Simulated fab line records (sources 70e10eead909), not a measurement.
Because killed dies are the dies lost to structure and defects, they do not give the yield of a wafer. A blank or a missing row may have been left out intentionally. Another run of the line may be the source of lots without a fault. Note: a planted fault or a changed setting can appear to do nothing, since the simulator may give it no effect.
Chamber matching || flow nand_harc || 4 sister chambers for NHARC_A_CHANNEL_HOLE_D1_ETCH_44 on rie_diel-09
The step etches the open film in CF4/O2, target depth 140 nm, overetch 14 nm, time 77 s. 16 wafers are shown with their chamber, then 8 later ones without.

## WAFERS, EACH WITH ITS CHAMBER
{"wafer": "L074.1", "chamber": 3, "drypump_motor_current_A (A)": 5.82, "rf_vpp_V (V)": 198.2, "oes_product_au (a.u.)": 0.980}
{"wafer": "L074.2", "chamber": 1, "drypump_motor_current_A (A)": 5.72, "rf_vpp_V (V)": 197.1, "oes_product_au (a.u.)": 0.999}
{"wafer": "L074.3", "chamber": 0, "drypump_motor_current_A (A)": 5.50, "rf_vpp_V (V)": 194.9, "oes_product_au (a.u.)": 0.997}
{"wafer": "L078.2", "chamber": 2, "drypump_motor_current_A (A)": 6.09, "rf_vpp_V (V)": 199.8, "oes_product_au (a.u.)": 0.983}
{"wafer": "L078.5", "chamber": 2, "drypump_motor_current_A (A)": 6.05, "rf_vpp_V (V)": 200.7, "oes_product_au (a.u.)": 0.992}
{"wafer": "L078.6", "chamber": 1, "drypump_motor_current_A (A)": 5.75, "rf_vpp_V (V)": 198.5, "oes_product_au (a.u.)": 1.008}
{"wafer": "L076.2", "chamber": 0, "drypump_motor_current_A (A)": 5.52, "rf_vpp_V (V)": 197.5, "oes_product_au (a.u.)": 0.993}
{"wafer": "L076.5", "chamber": 0, "drypump_motor_current_A (A)": 5.51, "rf_vpp_V (V)": 196.3, "oes_product_au (a.u.)": 0.990}
{"wafer": "L076.6", "chamber": 1, "drypump_motor_current_A (A)": 5.72, "rf_vpp_V (V)": 198.7, "oes_product_au (a.u.)": 0.994}
{"wafer": "L082.1", "chamber": 2, "drypump_motor_current_A (A)": 6.07, "rf_vpp_V (V)": 198.7, "oes_product_au (a.u.)": 0.993}
{"wafer": "L082.2", "chamber": 1, "drypump_motor_current_A (A)": 5.75, "rf_vpp_V (V)": 199.3, "oes_product_au (a.u.)": 1.014}
{"wafer": "L082.5", "chamber": 2, "drypump_motor_current_A (A)": 6.05, "rf_vpp_V (V)": 199.2, "oes_product_au (a.u.)": 1.000}
{"wafer": "L085.1", "chamber": 1, "drypump_motor_current_A (A)": 5.76, "rf_vpp_V (V)": 198.0, "oes_product_au (a.u.)": 0.986}
{"wafer": "L085.4", "chamber": 2, "drypump_motor_current_A (A)": 6.07, "rf_vpp_V (V)": 198.8, "oes_product_au (a.u.)": 0.992}
{"wafer": "L085.6", "chamber": 1, "drypump_motor_current_A (A)": 5.75, "rf_vpp_V (V)": 198.3, "oes_product_au (a.u.)": 0.990}
{"wafer": "L091.1", "chamber": 3, "drypump_motor_current_A (A)": 5.81, "rf_vpp_V (V)": 198.5, "oes_product_au (a.u.)": 0.995}

SIGNATURES (averages over the wafers above)
{"reading": "drypump_motor_current_A", "chamber 0": 5.5100, "chamber 1": 5.7417, "chamber 2": 6.0660, "chamber 3": 5.8150, "scatter within a chamber": 0.0154}
{"reading": "rf_vpp_V", "chamber 0": 196.233, "chamber 1": 198.317, "chamber 2": 199.440, "chamber 3": 198.350, "scatter within a chamber": 0.861}
{"reading": "oes_product_au", "chamber 0": 0.99333, "chamber 1": 0.99850, "chamber 2": 0.99200, "chamber 3": 0.98750, "scatter within a chamber": 0.00848}
Rule: for each reading, subtract the chamber's mean from the wafer's reading, divide by that reading's scatter and square the result; add these up over the readings and take the root, which gives the wafer's distance from the chamber. The wafer belongs to the nearest chamber; if the next one is less than 2 further off, it can't be placed. The scatter: take each reading less its chamber's mean, square it, sum over the shown wafers, divide by the number of wafers less the number of chambers, and take the root.

## WAFERS WHOSE CHAMBER IS MISSING
{"wafer": "L091.2", "drypump_motor_current_A (A)": 6.08, "rf_vpp_V (V)": 200.0, "oes_product_au (a.u.)": 0.993}
{"wafer": "L091.3", "drypump_motor_current_A (A)": 5.73, "rf_vpp_V (V)": 198.3, "oes_product_au (a.u.)": 0.989}
{"wafer": "L095.3", "drypump_motor_current_A (A)": 6.08, "rf_vpp_V (V)": 198.6, "oes_product_au (a.u.)": 0.997}
{"wafer": "L095.4", "drypump_motor_current_A (A)": 5.76, "rf_vpp_V (V)": 199.0, "oes_product_au (a.u.)": 0.998}
{"wafer": "L095.5", "drypump_motor_current_A (A)": 6.08, "rf_vpp_V (V)": 197.7, "oes_product_au (a.u.)": 0.994}
{"wafer": "L097.3", "drypump_motor_current_A (A)": 5.80, "rf_vpp_V (V)": 197.5, "oes_product_au (a.u.)": 1.007}
{"wafer": "L097.4", "drypump_motor_current_A (A)": 5.72, "rf_vpp_V (V)": 198.8, "oes_product_au (a.u.)": 0.997}
{"wafer": "L097.6", "drypump_motor_current_A (A)": 5.51, "rf_vpp_V (V)": 196.1, "oes_product_au (a.u.)": 1.010}

## WHICH CHAMBER EACH WENT THROUGH
{"wafer": "L091.2", "from the rows above": 2, "in truth": 2}
{"wafer": "L091.3", "from the rows above": 1, "in truth": 1}
{"wafer": "L095.3", "from the rows above": 2, "in truth": 2}
{"wafer": "L095.4", "from the rows above": 1, "in truth": 1}
{"wafer": "L095.5", "from the rows above": 2, "in truth": 2}
{"wafer": "L097.3", "from the rows above": "can't be placed: 3 or 1", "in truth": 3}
{"wafer": "L097.4", "from the rows above": 1, "in truth": 1}
{"wafer": "L097.6", "from the rows above": 0, "in truth": 0}
Placed correctly: 7 of 8. These rows do not allow placing 1 (true chamber among the candidates in 1). Placed wrongly: 0.
